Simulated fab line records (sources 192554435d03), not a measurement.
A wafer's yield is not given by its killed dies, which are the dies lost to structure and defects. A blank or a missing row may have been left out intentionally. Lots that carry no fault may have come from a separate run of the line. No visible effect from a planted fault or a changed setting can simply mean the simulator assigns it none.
fab line records	flow n5-finfet
[record] lots = 7	wafers = 20	last-day = 19
route steps=1938 shown BEOL_M0@721 BEOL_M4@1111
lots that met no fault: from a run of the same line without faults
start-h: hours from the record's first day to the start of the lot's first wafer shown	wait-h: hours from the lot's prior step to this one	" unchanged from the row above	L1.1+2: one row covering several wafers at once	- no value present, or no start provided	* or withheld: withheld	< > ~ a bound
route shown NAME@n: NAME is a module with steps in the file, n the number in the route of the first one	usual: mean and standard deviation over wafers with no fault	same: alike in all rows	chamber/n: place in a boat	sites: per-site readings	_std_site: standard deviation of those values	_edge_site: inner sites' mean taken away from outer sites' mean	radius-mm: for every site, how far away it sits from the centre of the wafer	mask NAME#n: copy n	behind: the last tool/chamber to shape the wafer	hold: cause of the lot's hold/its duration in hours/its outcome	device: the n, p or np transistor that did not switch	end of line: the tests these same wafers got at the end of their route	a step without rows: its recipe alone	killed: at the first sort, the dies lost to defects and structure; wafer yield is something else	map: a wafer's dies, x killed, . not, _ none there
set.NAME: the setting the step ran with; set.NAME@STEP: the setting that earlier step ran with	model.NAME: the simulator's own value behind a step, which no gauge read
lots at selected steps of the route; one table per step, one row per wafer
services: the hour from which a tool's chamber was out of use, counted from the record's first day as start-h (under 0 if before that day), plus the number of hours and why
[[steps]]
[step N5_BEOL_M0_TRENCH_ETCH_107]
[recipe] chemistry = C4F6/O2	target-depth-a = 328	target = SiOC	time-s = 16.4	ion-energy-ev = 250	pressure-mtorr = 30	source-w = 355	bias-w = 185	Ar_flow_sccm = 300	C4F6_flow_sccm = 10	O2_flow_sccm = 10
[step N5_BEOL_M0_STRIP_142]
[recipe] chemistry = N2/H2	time-s = 10	power-w = 450	temp-c = 40	pressure-mtorr = 20	rf-frequency-hz = 6e+07	bias-power-w = 7	n2-flow-sccm = 200	h2-flow-sccm = 200
[usual] drypump-motor-current-A = 5.6/0.35	h2-flow-sccm = 200.1/0.58	oes-product-au = 0.77/0.07	rf-vpp-V = 59.2/0.84	showerhead-plenum-p-Torr = 2.57/0.069	throttle-valve-pct = 23.7/0.39
lot.wafer	tool	chamber	start-h	wait-h	drypump-motor-current-A	h2-flow-sccm	oes-product-au	rf-hours-counter-h	rf-vpp-V	showerhead-plenum-p-Torr	throttle-valve-pct
L730.2	rie-diel-03	2	127.10	0.0	6.3	200.7	0.73	184	58.8	2.51	23.3
L730.3	"	3	"	"	5.1	199.9	0.75	144	59.8	2.56	23.8
L730.5	"	2	"	"	6.3	200.4	0.73	-	58.5	2.51	23.3
L737.1	rie-diel-03	1	156.93	0.0	5.8	200.2	0.79	108	58.7	2.54	23.3
L737.2	"	3	"	"	5.2	200.2	0.74	155	59.8	2.55	23.9
L737.5	"	1	"	"	5.8	200.4	0.79	-	58.7	2.54	23.3
L741.5	rie-diel-06	3	184.60	0.0	5.1	200.3	0.71	-	59.7	2.64	24.5
L741.6	"	0	"	"	5.9	200.7	0.82	-	57.9	2.46	23.2
L742.4	rie-diel-03	1	187.67	0.0	5.8	201.1	0.79	120	58.2	2.54	23.4
L742.5	"	1	"	"	5.8	201.1	0.78	-	59.3	2.54	23.4
L742.6	"	0	"	"	5.3	200.6	0.70	-	59.2	2.57	23.6
L744.2	rie-diel-06	2	196.09	0.0	5.5	199.6	0.81	84	57.7	2.57	23.6
L744.3	"	3	"	"	5.2	199.6	0.70	186	59.6	2.64	24.5
L744.6	"	0	"	"	5.9	199.4	0.83	-	60.2	2.46	23.2
L732.1	rie-diel-03	2	237.63	0.0	6.3	198.9	0.71	226	57.8	2.49	23.3
L732.4	"	3	"	"	5.2	200.6	0.72	185	58.8	2.54	23.9
L732.6	"	2	"	"	6.3	199.9	0.70	-	59.2	2.49	23.3
L752.2	rie-diel-01	3	263.80	0.0	5.5	199.7	0.84	75	58.4	2.47	23.6
L752.5	"	1	"	"	5.5	200.0	0.74	-	59.7	2.63	23.8
L752.6	"	0	"	"	5.7	200.4	0.82	-	59.7	2.69	23.5
[step N5_BEOL_M0_OCD_MEAS_108]
[usual] trench-depth-nm = 32.5/0.66
lot.wafer	tool	chamber	start-h	wait-h	trench-depth-nm
L730.2	ocd-01	-	127.19	0.1	31.7
L730.3	"	-	"	"	32.6
L730.5	"	-	"	"	31.3
L737.1	ocd-01	-	157.02	0.1	32.3
L737.2	"	-	"	"	31.7
L737.5	"	-	"	"	32.6
L741.5	ocd-02	-	184.67	0.0	32.3
L741.6	"	-	"	"	33.0
L742.4	ocd-02	-	187.76	0.1	32.4
L742.5	"	-	"	"	32.8
L742.6	"	-	"	"	32.2
L744.2	ocd-01	-	196.17	0.1	33.3
L744.3	"	-	"	"	32.3
L744.6	"	-	"	"	33.4
L732.1	ocd-01	-	237.70	0.1	31.4
L732.4	"	-	"	"	31.9
L732.6	"	-	"	"	31.5
L752.2	ocd-01	-	263.88	0.1	32.3
L752.5	"	-	"	"	33.3
L752.6	"	-	"	"	32.4
[step N5_BEOL_M0_HM_STRIP_129]
[recipe] chemistry = peroxide-tin-strip	material = TiN	target-depth-a = 170	temp-c = 50	time-s = 108
[step N5_BEOL_M0_SRD_130]
[recipe] time-s = 30	temp-c = 23	rinse-liquid = diw	dry = ipa-marangoni
[step N5_BEOL_M0_ETCH_109]
[recipe] chemistry = CH3F/O2	target-depth-a = 80	overetch-a = 24	target = SiCN	time-s = 27.4	ion-energy-ev = 120	pressure-mtorr = 30	source-w = 395	bias-w = 75	Ar_flow_sccm = 150	CH3F_flow_sccm = 30	O2_flow_sccm = 20
[usual] O2_flow_sccm = 20.00/0.062	drypump-motor-current-A = 5.6/0.35	oes-product-au = 0.66/0.055	rf-vpp-V = 297.9/1.2	showerhead-plenum-p-Torr = 2.02/0.047	throttle-valve-pct = 16.39/0.28
lot.wafer	tool	chamber	start-h	wait-h	O2_flow_sccm	drypump-motor-current-A	oes-product-au	rf-hours-counter-h	rf-vpp-V	showerhead-plenum-p-Torr	throttle-valve-pct
L730.2	rie-diel-03	3	127.46	0.2	19.98	5.1	0.64	144	297.8	2.01	16.32
L730.3	"	1	"	"	20.05	5.8	0.67	98	298.3	2.02	16.16
L730.5	"	0	"	"	19.98	5.3	0.59	-	298.9	2.07	16.86
L737.1	rie-diel-06	0	157.13	0.0	20.00	5.9	0.72	68	295.9	1.93	16.01
L737.2	"	2	"	"	19.96	5.5	0.71	72	299.0	2.02	16.27
L737.5	"	3	"	"	19.95	5.1	0.63	-	298.6	2.09	16.78
L741.5	rie-diel-06	2	184.81	0.1	20.03	5.5	0.70	-	297.9	2.01	16.30
L741.6	"	3	"	"	20.01	5.1	0.61	-	299.2	2.09	16.79
L742.4	rie-diel-03	1	188.50	0.7	20.15	5.8	0.66	120	298.3	2.01	16.19
L742.5	"	0	"	"	19.92	5.3	0.59	-	298.1	2.07	16.90
L742.6	"	3	"	"	20.07	5.1	0.63	-	297.0	2.00	16.36
L744.2	rie-diel-06	0	196.28	0.0	20.04	5.9	0.71	81	296.1	1.93	16.03
L744.3	"	2	"	"	19.94	5.5	0.68	84	298.1	2.01	16.29
L744.6	"	2	"	"	19.94	5.5	0.69	-	296.9	2.01	16.30
L732.1	rie-diel-03	1	237.96	0.2	20.04	5.8	0.65	140	298.0	2.00	16.22
L732.4	"	2	"	"	19.81	6.3	0.61	226	296.8	1.97	16.46
L732.6	"	0	"	"	19.92	5.3	0.79	-	298.5	2.06	16.42
L752.2	rie-diel-03	3	264.00	0.0	20.05	5.1	0.61	194	296.3	1.99	16.42
L752.5	"	3	"	"	19.99	5.1	0.61	-	295.7	1.99	16.43
L752.6	"	1	"	"	20.10	5.8	0.65	-	298.5	2.00	16.25
[step N5_BEOL_M0_STRIP_139]
[recipe] chemistry = post-etch-residue-remover	time-s = 60	temp-c = 25	remover-ph = withheld	remover-water-wt-pct = withheld	remover-fluoride-wt-pct = withheld
[step N5_BEOL_M0_SRD_111]
[recipe] time-s = 30	temp-c = 23	rinse-liquid = diw	dry = ipa-marangoni
[step N5_BEOL_M0_DEGAS_112]
[recipe] ambient = vacuum	temp-c = 250	time-s = 60
[usual] heater-power-w = 323/26
lot.wafer	tool	chamber	start-h	wait-h	heater-power-w
L730.2	pvd-sputter-01	-	127.91	0.3	310
L730.3	"	-	"	"	322
L730.5	"	-	"	"	295
L737.1	pvd-sputter-02	-	157.30	0.0	314
L737.2	"	-	"	"	324
L737.5	"	-	"	"	338
L741.5	pvd-sputter-02	-	185.54	0.6	345
L741.6	"	-	"	"	335
L742.4	pvd-sputter-01	-	188.67	0.0	365
L742.5	"	-	"	"	320
L742.6	"	-	"	"	298
L744.2	pvd-sputter-03	-	197.40	1.0	270
L744.3	"	-	"	"	333
L744.6	"	-	"	"	328
L732.1	pvd-sputter-02	-	240.11	2.0	336
L732.4	"	-	"	"	340
L732.6	"	-	"	"	342
L752.2	pvd-sputter-01	-	264.26	0.1	324
L752.5	"	-	"	"	327
L752.6	"	-	"	"	300
[step N5_BEOL_M0_PRE_CLEAN_113]
[recipe] gas = H2/He	time-s = 30	temp-c = 250
[step N5_BEOL_M0_ALD_136]
[recipe] material = TaN	target-thk-a = *	temp-c = 275	ald-precursor-family = PDMAT	ald-co-reactant = NH3	pressure-torr = 3	carrier-flow-sccm = 1500	pulse-time-s = 2	purge-time-s = 3	co-reactant-purge-time-s = 2	co-reactant-pulse-time-s = 3	ald-cycles = 30	precursor-vessel-temp-c = 75	precursor-vessel-pressure-torr = 26.25	precursor-vessel-carrier-sccm = 1000
[usual] heater-power-w = 415/43	mfc-carrier-sccm = 1499/4.6
[same] co-reactant-purge-time-s = 2	purge-time-s = 3
lot.wafer	tool	chamber	start-h	wait-h	heater-power-w	mfc-carrier-sccm
L730.2	ald-metal-01	1	128.02	0.0	399	1487
L730.3	"	3	"	"	387	1494
L730.5	"	0	"	"	470	1494
L737.1	ald-metal-02	1	157.41	0.1	399	1499
L737.2	"	0	"	"	474	1496
L737.5	"	0	"	"	465	1496
L741.5	ald-metal-03	0	185.77	0.2	376	1498
L741.6	"	3	"	"	414	1500
L742.4	ald-metal-03	3	188.77	0.0	401	1498
L742.5	"	0	"	"	383	1498
L742.6	"	3	"	"	401	1489
L744.2	ald-metal-02	1	197.50	0.0	394	1500
L744.3	"	0	"	"	464	1500
L744.6	"	2	"	"	387	1495
L732.1	ald-metal-01	3	240.23	0.1	417	1502
L732.4	"	0	"	"	464	1506
L732.6	"	1	"	"	410	1503
L752.2	ald-metal-03	1	264.36	0.0	452	1500
L752.5	"	2	"	"	433	1493
L752.6	"	1	"	"	438	1491
[step N5_BEOL_M0_SURFACE_TREAT_137]
[recipe] gas = Ar	time-s = *	ion-energy-ev = *	ion-current-ma-cm2 = 0.5	pressure-mtorr = *	ar-flow-sccm = 30
[usual] throttle-valve-pct = *
lot.wafer	tool	chamber	start-h	wait-h	throttle-valve-pct
L730.2	pvd-sputter-02	-	128.37	0.3	*
L730.3	"	-	"	"	*
L730.5	"	-	"	"	*
L737.1	pvd-sputter-03	-	159.05	1.5	*
L737.2	"	-	"	"	*
L737.5	"	-	"	"	*
L741.5	pvd-sputter-01	-	186.89	1.0	*
L741.6	"	-	"	"	*
L742.4	pvd-sputter-03	-	189.17	0.3	*
L742.5	"	-	"	"	*
L742.6	"	-	"	"	*
L744.2	pvd-sputter-01	-	197.74	0.1	*
L744.3	"	-	"	"	*
L744.6	"	-	"	"	*
L732.1	pvd-sputter-02	-	240.51	0.2	*
L732.4	"	-	"	"	*
L732.6	"	-	"	"	*
L752.2	pvd-sputter-03	-	264.65	0.2	*
L752.5	"	-	"	"	*
L752.6	"	-	"	"	*
[step N5_BEOL_M0_CVD_115]
[recipe] material = Co	target-thk-a = *	temp-c = withheld	precursor = CCTBA/H2	pressure-torr = 30	time-s = 120
[usual] run-length-s = 143.2/0.62
lot.wafer	tool	chamber	start-h	wait-h	run-length-s
L730.2	cvd-co-02	1	128.54	0.2	142.2
L730.3	"	0	"	"	143.6
L730.5	"	0	"	"	143.6
L737.1	cvd-co-02	0	159.34	0.3	143.4
L737.2	"	2	"	"	143.8
L737.5	"	1	"	"	142.2
L741.5	cvd-co-02	0	187.05	0.1	72.0
L741.6	"	2	"	"	144.2
L742.4	cvd-co-02	2	189.50	0.3	144.7
L742.5	"	1	"	"	70.7
L742.6	"	0	"	"	143.3
L744.2	cvd-co-02	2	197.80	0.0	72.5
L744.3	"	0	"	"	143.9
L744.6	"	0	"	"	143.5
L732.1	cvd-co-01	1	240.61	0.1	142.7
L732.4	"	0	"	"	142.9
L732.6	"	2	"	"	142.9
L752.2	cvd-co-01	1	264.71	0.0	142.8
L752.5	"	0	"	"	143.7
L752.6	"	1	"	"	142.5
[step N5_BEOL_M0_SPUTTER_116]
[recipe] material = Cu	target-thk-a = 40	temp-c = -20	chamber-pressure-pa = 0.07	power-w = withheld	time-s = 7.37
[step N5_BEOL_M4_RC_MEAS_101]
[usual] DIBL_N = 36.1/1.6	DIBL_P = 35.7/1.8	IOFF_N = 0.159/0.027	IOFF_P = 0.21/0.03	ION_N = 673/10	ION_P = 462/7.4	SS_N = 71.4/0.56	SS_P = 73.2/0.61	VT_N = 249.7/3	VT_P = -250/3.1
lot.wafer	tool	chamber	start-h	wait-h	DIBL_N[mV/V]	DIBL_P[mV/V]	IOFF_N[nA/um]	IOFF_P[nA/um]	ION_N[uA/um]	ION_P[uA/um]	SS_N[mV/dec]	SS_P[mV/dec]	VT_N[mV]	VT_P[mV]
L730.2	prober-01	0	166.40	0.2	34.2	34.7	0.137	0.22	668	466	71.4	73.6	250.1	-248
L730.3	"	0	"	"	33.8	34.9	0.132	0.22	666	464	71.6	72.7	251.5	-249
L730.5	"	0	"	"	34.9	36.6	0.157	0.25	673	471	72.0	73.6	248.1	-244
L737.1	prober-01	0	199.26	0.3	37.0	35.0	0.156	0.19	680	459	71.6	72.9	250.1	-249
L737.2	"	0	"	"	36.6	35.1	0.156	0.20	679	470	71.8	72.3	251.7	-250
L737.5	"	0	"	"	37.1	34.1	0.142	0.18	660	450	71.5	72.8	251.9	-253
L741.5	prober-02	0	233.95	0.6	34.7	35.2	0.138	0.19	671	460	70.9	72.8	250.0	-253
L741.6	"	0	"	"	37.0	37.4	0.190	0.23	678	464	71.6	73.9	246.2	-249
L742.4	prober-01	0	237.87	0.5	37.7	37.7	0.182	0.25	672	459	71.7	74.1	249.3	-246
L742.5	"	0	"	"	34.0	31.8	0.114	0.16	661	456	71.4	72.5	254.6	-254
L742.6	"	0	"	"	39.2	39.0	0.219	0.27	674	466	71.7	74.4	243.8	-246
L744.2	prober-02	0	252.58	0.2	33.3	32.8	0.113	0.16	648	452	70.7	72.1	256.3	-254
L744.3	"	0	"	"	32.5	32.2	0.104	0.16	653	455	69.9	72.1	256.1	-254
L744.6	"	0	"	"	35.3	36.0	0.148	0.21	675	459	70.9	73.1	251.5	-251
L732.1	prober-02	0	307.56	0.0	35.5	35.5	0.162	0.23	672	467	70.4	73.4	250.9	-247
L732.4	"	0	"	"	34.6	34.5	0.153	0.21	681	469	70.9	72.9	248.9	-248
L732.6	"	0	"	"	34.1	34.6	0.142	0.21	674	466	70.9	72.8	251.2	-247
L752.2	prober-01	0	341.86	0.2	37.8	37.2	0.202	0.26	685	468	72.1	73.0	244.9	-243
L752.5	"	0	"	"	37.4	35.8	0.194	0.23	672	464	72.0	73.5	246.2	-245
L752.6	"	0	"	"	35.1	34.2	0.147	0.21	658	462	71.1	73.2	250.4	-248
[[services]]
tool	chamber	start-h	hours	kind
ald-metal-03	-	104.20	1.1	repair
rie-diel-01	3	105.08	9.1	repair
pvd-sputter-01	-	112.84	13.6	repair
rie-diel-01	0	113.19	5.2	repair
rie-diel-06	2	113.32	8.0	repair
pvd-sputter-01	-	136.42	1.1	repair
rie-diel-06	2	144.85	12.2	repair
pvd-sputter-03	-	159.89	2.5	repair
rie-diel-03	0	170.10	5.9	repair
ald-metal-02	3	182.24	6.9	repair
rie-diel-03	0	190.51	-	clean
rie-diel-03	0	190.51	-	consumable-replace:focus-ring
rie-diel-03	0	190.51	12.7	scheduled-down
rie-diel-03	0	190.51	12.7	vent-cycle
rie-diel-01	0	198.22	3.0	repair
ald-metal-01	0	198.69	3.0	repair
ald-metal-02	-	203.27	8.7	pm
cvd-co-01	1	209.51	7.7	repair
ald-metal-01	2	219.25	23.0	repair
cvd-co-01	-	228.38	6.9	pm
rie-diel-06	-	232.17	14.6	pm
cvd-co-01	-	253.77	3.2	repair
cvd-co-02	-	259.45	4.3	pm
rie-diel-03	2	263.59	3.8	repair
[[key]]
[first-sign] step = N5_BEOL_M0_CVD_115	reading = run-length-s	direction = down	sigmas = 99+	usual = *	struck = *
effect none on later readings
met-at N5_BEOL_M0_CVD_115
struck-wafers L741.5,L742.5,L744.2
sort-left-out L741.5,L742.5,L744.2
onset-between 159.34 187.05
[fault] kind = process-parameter-drift	tool = cvd-co-02	chamber = -	onset-h = 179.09	steps = N5_BEOL_M0_CVD_115	channel = time-s	offset = *	shape = step	end-h = 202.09	scope = struck-wafers-only	acts-in = *	stated = *
// sort-left-out: the simulated sort isn't trusted on such a fault, so these wafers' sort isn't shown, and their yield isn't known
